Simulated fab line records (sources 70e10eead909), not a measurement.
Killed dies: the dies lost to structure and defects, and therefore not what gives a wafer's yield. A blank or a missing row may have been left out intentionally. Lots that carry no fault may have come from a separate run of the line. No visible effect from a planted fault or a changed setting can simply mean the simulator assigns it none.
What tool caused it? | flow nandHarc | 43 wafers from 15 lots sampled at 3 of the route's 1302 steps

WHAT THE GAUGES READ, wafer by wafer
NHARC_P_STI_OVL_MEAS_10. Usual: overlayXNm 1 nm, standard deviation 5.2; overlayYNm -1 nm, standard deviation 4.4.
lot  | measured     | on         | overlayXNm (nm) | overlayYNm (nm) | flag
L121 | day 3 02:18  | overlay-01 | 2 1 2           | -5 -4 -4        | 
L122 | day 3 10:47  | overlay-01 | -6 -6 -6        | 8 9 8           | 
L123 | day 3 19:22  | overlay-02 | 0 0 -1          | -3 -3 -3        | 
L124 | day 4 03:44  | overlay-01 | 3 3 3           | 8 9 9           | 
L125 | day 4 14:40  | overlay-01 | 2 1 1           | 1 2 1           | 
L126 | day 4 22:00  | overlay-01 | 4 4 4           | -5 -5 -5        | 
L127 | day 5 08:23  | overlay-01 | 1 0 0           | -1 -1 -1        | 
L128 | day 5 22:19  | overlay-02 | 7 7 6           | 2 2 2           | 
L129 | day 6 04:36  | overlay-01 | 1 1 1           | 2 2 3           | 
L131 | day 7 02:24  | overlay-02 | -5 -5 -5        | -5 -5 -6        | 
L132 | day 7 14:55  | overlay-02 | 6 5 6           | -10 -10 -10     | 
L133 | day 7 20:17  | overlay-02 | 3 3 3           | -3 -2 -3        | 
L135 | day 8 14:44  | overlay-02 | -7 -8           | -2 -1           | 
L138 | day 9 23:41  | overlay-02 | -8 -9           | -8 -8           | 
L139 | day 10 07:22 | overlay-02 | 14 13 13        | 1 1 1           | 

NHARC_P_STI_INSPECT_25. Usual: rawDefectCount at 230, with a standard deviation of 79.
lot  | measured     | on               | rawDefectCount | flag
L121 | day 4 09:24  | defectInspect-01 | 236 217 241    | 
L122 | day 4 17:56  | defectInspect-01 | 322 120 352    | 
L123 | day 5 03:42  | defectInspect-01 | 198 179 155    | 
L124 | day 5 03:42  | defectInspect-02 | 248 250 264    | 
L125 | day 5 20:56  | defectInspect-02 | 222 172 205    | 
L126 | day 6 02:33  | defectInspect-02 | 264 301 142    | 
L127 | day 6 15:31  | defectInspect-02 | 211 159 206    | 
L128 | day 7 09:22  | defectInspect-02 | 164 133 175    | 
L129 | day 7 09:22  | defectInspect-01 | 429 320 221    | 
L131 | day 8 02:01  | defectInspect-02 | 270 166 251    | 
L132 | day 8 18:59  | defectInspect-01 | 245 166 141    | 
L133 | day 9 01:13  | defectInspect-01 | 132 196 235    | 
L135 | day 10 01:08 | defectInspect-02 | 140 248        | 
L138 | day 11 05:23 | defectInspect-01 | 227 418        | 
L139 | day 11 13:02 | defectInspect-01 | 293 269 238    | 

TOOL THAT RAN EACH LOT (tool first, then ch and the chambers of the sampled wafers, then the start)
lot  | NHARC_P_STI_DESCUM_14
L121 | rieDiel-09 ch 0,1, day 3 02:29
L122 | rieDiel-04 ch 0,1,3, day 3 10:59
L123 | rieDiel-08 ch 1,2,3, day 3 19:32
L124 | rieDiel-04 ch 2,3, day 4 03:55
L125 | rieDiel-04 ch 0,1, day 4 14:50
L126 | rieDiel-04 ch 1,2, day 4 22:11
L127 | rieDiel-09 ch 0,1,2, day 5 08:33
L128 | rieDiel-04 ch 0,1,2, day 5 22:30
L129 | rieDiel-09 ch 0,2,3, day 6 04:46
L131 | rieDiel-08 ch 0,3, day 7 02:34
L132 | rieDiel-09 ch 1,2,3, day 7 15:05
L133 | rieDiel-04 ch 0,1,3, day 7 20:28
L135 | rieDiel-08 ch 1,3, day 8 14:56
L138 | rieDiel-04 ch 0,3, day 9 23:51
L139 | rieDiel-09 ch 1,3, day 10 07:32
- NHARC_P_STI_DESCUM_14: chemistry O2, time 3 s.

WHAT THE TOOLS THEMSELVES READ (means of the sampled wafers that have a number; where no wafer has one, the mark that the record gives instead)
NHARC_P_STI_DESCUM_14. Usual: drypumpMotorCurrentA 5.7 A, standard deviation 0.36; o2FlowSccm 199.9 sccm, standard deviation 0.54; oesProductAu 1.004 a.u., standard deviation 0.014; rfVppV 58.0 V, standard deviation 0.93; showerheadPlenumPTorr 1.93 Torr, standard deviation 0.098; throttleValvePct 11.311 %, standard deviation 0.0091.
lot  | tool       | drypumpMotorCurrentA (A) | o2FlowSccm (sccm) | oesProductAu (a.u.) | rfVppV (V) | showerheadPlenumPTorr (Torr) | throttleValvePct (%) | flag
L121 | rieDiel-09 | 5.6                      | 200.3             | 1.002               | 58.2       | 1.97                         | 11.312               | 
L122 | rieDiel-04 | 5.4                      | 199.5             | 0.994               | 57.1       | 1.87                         | 11.308               | 
L123 | rieDiel-08 | 5.8                      | 199.7             | 0.990               | 57.5       | 1.98                         | 11.313               | 
L124 | rieDiel-04 | 6.0                      | 199.4             | 1.019               | 58.0       | 1.96                         | 11.314               | 
L125 | rieDiel-04 | 5.3                      | 199.7             | 0.994               | 57.2       | 1.91                         | 11.322               | 
L126 | rieDiel-04 | 5.6                      | 199.4             | 1.006               | 57.7       | 1.96                         | 11.322               | 
L127 | rieDiel-09 | 5.5                      | 200.2             | 0.993               | 58.2       | 1.95                         | 11.311               | 
L128 | rieDiel-04 | 5.7                      | 199.7             | 1.003               | 58.7       | 1.96                         | 11.309               | 
L129 | rieDiel-09 | 5.5                      | 200.1             | 1.011               | 58.7       | 2.02                         | 11.314               | 
L131 | rieDiel-08 | 5.8                      | 199.8             | 1.007               | 58.4       | 1.96                         | 11.304               | 
L132 | rieDiel-09 | 5.7                      | 200.2             | 1.008               | 58.4       | 1.93                         | 11.306               | 
L133 | rieDiel-04 | 5.4                      | 199.8             | 0.996               | 57.0       | 1.87                         | 11.302               | 
L135 | rieDiel-08 | 5.8                      | 199.2             | 0.990               | 58.1       | 1.93                         | 11.304               | 
L138 | rieDiel-04 | 5.5                      | 199.8             | 1.002               | 58.0       | 1.84                         | 11.310               | 
L139 | rieDiel-09 | 6.0                      | 199.9             | 1.011               | 57.9       | 1.85                         | 11.315               | 

THE ANSWER, worked out from the rows above alone
Rule: a lot is off if the mean of its wafers that have a number lies more than 3 standard deviations from the usual mean. A lot without any number at a reading at which 4 lots or more have one is off too. Where the step has rows for the other lots, those lots are counted as sound. First the gauges in route order, then the tools' own readings, where a lot's mean is used as printed above. The first step at which some lot is off is used, and at that step the reading that is off furthest; a lot without a number counts as furthest.
No lot is off on any of the readings shown, so nothing can be concluded from this.

WHAT THE SIMULATOR HAD INSERTED
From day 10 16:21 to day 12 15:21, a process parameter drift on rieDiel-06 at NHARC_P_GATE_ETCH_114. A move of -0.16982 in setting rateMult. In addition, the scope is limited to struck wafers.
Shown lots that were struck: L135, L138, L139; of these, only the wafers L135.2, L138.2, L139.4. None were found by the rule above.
